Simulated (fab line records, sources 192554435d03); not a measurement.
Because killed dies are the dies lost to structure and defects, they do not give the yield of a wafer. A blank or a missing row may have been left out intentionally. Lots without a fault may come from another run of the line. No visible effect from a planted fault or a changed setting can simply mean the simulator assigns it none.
Lot-split experiment    flow n5_finfet    route with 1938 steps; 7 lots, 21 wafers read

## SPLIT DETAILS
At N5_BEOL_M13_TRENCH_ETCH_34 (etches SiOC in C4F8/O2/Ar, target depth 413.47 nm, time 162.6 s), the setting time_s was moved away from the recipe's 162.6 s on 7 of the 21 wafers read, by -9.8% to +6.8%. All remaining wafers had this setting at the recipe value.

## FROM THE SPLIT TO THE READING: what the file shows between them, 10 steps
- N5_BEOL_M13_STRIP_70: strips in C4F8/O2/Ar
- N5_BEOL_M13_OCD_MEAS_35
- N5_BEOL_M13_STRIP_37: strips in N2/H2
- N5_BEOL_M13_ETCH_38: etches SiCN in CF4/N2, target depth 67.5 nm, time 71.9 s
- N5_BEOL_M13_ECD_47: material Cu, target thk 936 nm
- N5_BEOL_M13_ANNEAL_48: time 90 s
- N5_BEOL_M13_CMP_49: polishes, stops on SiOC, t overpolish 17.1 s, target thk 420 nm
- N5_BEOL_M13_THK_MEAS_50: measures by xrf
- N5_BEOL_M13_PRE_CLEAN_52: time 15 s
- N5_BEOL_M13_DEP_53: deposits SiCN from 3MS/NH3, target thk 50 nm, time 17.8 s

## THE READING
M13_RS (ohm/sq), read at N5_BEOL_M13_RS_MEAS_54 with a four-point probe. Fault-free wafers of this fab line usually give 0.0449 ohm/sq, standard deviation 0.00054 ohm/sq.

wafer   tool, chamber at the split  time_s as run, s  against the recipe  M13_RS, ohm/sq  against lot-mates on the recipe
L085.1  rie_diel-01, 0              146.7             -9.8%               0.0492          +0.0048
L085.2  rie_diel-01, 3              162.6             recipe              0.0444          -
L085.6  rie_diel-01, 2              146.7             -9.8%               0.0498          +0.0054
L088.1  rie_diel-01, 1              162.6             recipe              0.0458          -
L088.2  rie_diel-01, 3              162.6             recipe              0.0453          -
L088.3  rie_diel-01, 2              162.6             recipe              0.0461          -
L086.1  rie_diel-01, 1              173.7             +6.8%               0.0421          -0.0020
L086.2  rie_diel-01, 3              162.6             recipe              0.0441          -
L086.5  rie_diel-01, 2              173.7             +6.8%               0.0420          -0.0021
L090.1  rie_diel-05, 2              162.6             recipe              0.0455          -
L090.2  rie_diel-05, 0              151.7             -6.7%               0.0485          +0.0030
L090.3  rie_diel-05, 1              162.6             recipe              0.0454          -
L091.3  rie_diel-01, 0              147.4             -9.3%               0.0484          +0.0034
L091.4  rie_diel-01, 3              162.6             recipe              0.0448          -
L091.6  rie_diel-01, 2              162.6             recipe              0.0451          -
L094.2  rie_diel-06, 1              162.6             recipe              0.0449          -
L094.5  rie_diel-06, 1              162.6             recipe              0.0448          -
L094.6  rie_diel-06, 3              162.6             recipe              0.0456          -
L096.3  rie_diel-06, 3              149.8             -7.9%               0.0504          +0.0052
L096.4  rie_diel-06, 1              162.6             recipe              0.0454          -
L096.5  rie_diel-06, 0              162.6             recipe              0.0449          -

FIT RESULTS
A straight line over all 21 wafers: M13_RS changes by -0.000461 ohm/sq for each +1% of time_s; r = -0.96; the points scatter about the line by 0.00064 ohm/sq.
The same after taking each lot's own level away (the mean of its wafers on the recipe; 21 wafers): -0.00045 ohm/sq for each +1%; r = -0.96; scatter 0.00059 ohm/sq.
Per that fit: largest time_s move, reading shift of 0.0044 ohm/sq.
Measured against the standard deviation above, the lots' own levels, which go from 0.04410 to 0.04573 ohm/sq, span 3.0 times it.
Consequently the slope shifts little with the lot-to-lot level, the two slopes agreeing.
Check: for one of the wafers moved furthest among these (-9.8%), held out of the fit, the line's prediction against its lot-mates is +0.00456 ohm/sq. It came out at +0.0048 ohm/sq against them.

## THE WHOLE CHAIN: every reading that the file lists as answering this split, in the file's order
step                        what it does                                                     reading                                                                        change (the file's fit)                r (the file's)
N5_BEOL_M13_TRENCH_ETCH_34  etches SiOC in C4F8/O2/Ar, target depth 413.47 nm, time 162.6 s  etch.depth_nm (the simulator's own value, which no gauge read)                 +4.05 nm for each +1% of the setting   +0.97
N5_BEOL_M13_OCD_MEAS_35                                                                      trench_depth_nm                                                                +3.99 nm for each +1% of the setting   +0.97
N5_BEOL_M13_CMP_49          polishes, stops on SiOC, t overpolish 17.1 s, target thk 420 nm  Cu_of_BEOL_M13_ECD_47.thk_nm (the simulator's own value, which no gauge read)  +3.98 nm for each +1% of the setting   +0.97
N5_BEOL_M13_THK_MEAS_50     measures by xrf                                                  M13_THK                                                                        +4.06 for each +1% of the setting      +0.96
N5_BEOL_M13_RS_MEAS_54      measures by four-point-probe                                     M13_RS                                                                         -0.000469 for each +1% of the setting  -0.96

## FILE'S OWN FIT
M13_RS changes by -0.000469 ohm/sq for each +1% of time_s, r = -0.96.
